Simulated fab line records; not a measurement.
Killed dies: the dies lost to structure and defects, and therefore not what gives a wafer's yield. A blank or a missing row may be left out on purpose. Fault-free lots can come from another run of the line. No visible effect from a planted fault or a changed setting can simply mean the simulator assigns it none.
The tool behind it: which one? ; flow n5_finfet ; Sampling: 12 lots, 36 wafers, 3 of 1938 route steps

WHAT THE GAUGES SHOWED, per wafer
N5_BEOL_M6_RS_MEAS_57: measures by four-point-probe.
lot;measured;on;M6_RS (ohm/sq)
L074;day 9 15:39;film_metro-02;0.287 0.283 0.290
L077;day 10 07:02;film_metro-01;0.303 0.287 0.305
L081;day 10 20:37;film_metro-02;0.277 0.301 0.293
L080;day 11 14:34;film_metro-02;0.269 0.293 0.284
L084;day 11 19:01;film_metro-02;0.285 0.277 0.292
L085;day 12 05:36;film_metro-02;0.293 0.288 0.276
L087;day 13 00:02;film_metro-02;0.298 0.284 0.280
L088;day 13 06:15;film_metro-02;0.285 0.282 0.296
L091;day 13 16:55;film_metro-01;0.281 0.292 0.280
L093;day 13 19:53;film_metro-02;0.279 0.287 0.285
L095;day 14 22:57;film_metro-02;0.305 0.281 0.299
L096;day 15 07:11;film_metro-01;0.284 0.292 0.290

TOOL THAT RAN EACH LOT (tool first, then ch and the chambers of the sampled wafers, then the start)
lot;N5_BEOL_M5_CMP_52;N5_BEOL_M5_PRE_CLEAN_77
L074;cmp-01 ch 0,3, day 9 07:56;cvd_co-01 ch 0,1,2, day 9 08:16
L077;cmp-01 ch 0,1, day 9 21:11;cvd_co-02 ch 0,1,2, day 9 21:29
L081;cmp-03 ch 0,3, day 10 13:45;cvd_co-01 ch 0,1,2, day 10 14:08
L080;cmp-02 ch 0,2,3, day 11 05:16;cvd_co-01 ch 0,1,2, day 11 05:35
L084;cmp-03 ch 1,2,3, day 11 10:06;cvd_co-01 ch 0,1, day 11 10:21
L085;cmp-01 ch 1,2, day 11 20:28;cvd_co-02 ch 0,2, day 11 20:47
L087;cmp-02 ch 0,2,3, day 12 12:37;cvd_co-02 ch 0,1,2, day 12 12:53
L088;cmp-01 ch 0,3, day 12 20:52;cvd_co-02 ch 0,1, day 12 21:12
L091;cmp-02 ch 0,2,3, day 13 05:18;cvd_co-02 ch 0,1, day 13 05:39
L093;cmp-02 ch 0,1,2, day 13 09:38;cvd_co-01 ch 0,1,2, day 13 09:59
L095;cmp-03 ch 0,2,3, day 14 11:14;cvd_co-01 ch 0,1,2, day 14 11:32
L096;cmp-02 ch 2,3, day 14 18:47;cvd_co-01 ch 0,1,2, day 14 19:18
- N5_BEOL_M5_CMP_52: polishes, stops on SiCOH lowk, t overpolish 6.9 s, target thk 62 nm.
- N5_BEOL_M5_PRE_CLEAN_77: time 15 s.

THE ANSWER, worked out from the rows above alone
Rule: usual is defined by the lots themselves. Put in order of their means at a reading, lots are off if they are a third of the lots or fewer, leave a main group of 4 or more, and stand apart from it by a gap of 3 or more times the standard deviation of the main group's means; of several such gaps the widest counts. A main group is skipped when, at the precision printed for the reading in the tables above, its means are all equal. A lot without any number at a reading at which 4 lots or more have one is off too. All remaining lots with rows at the step are treated as sound.
None of the lots is off at any reading shown; this tells nothing.

WHAT WAS PUT IN BY THE SIMULATOR
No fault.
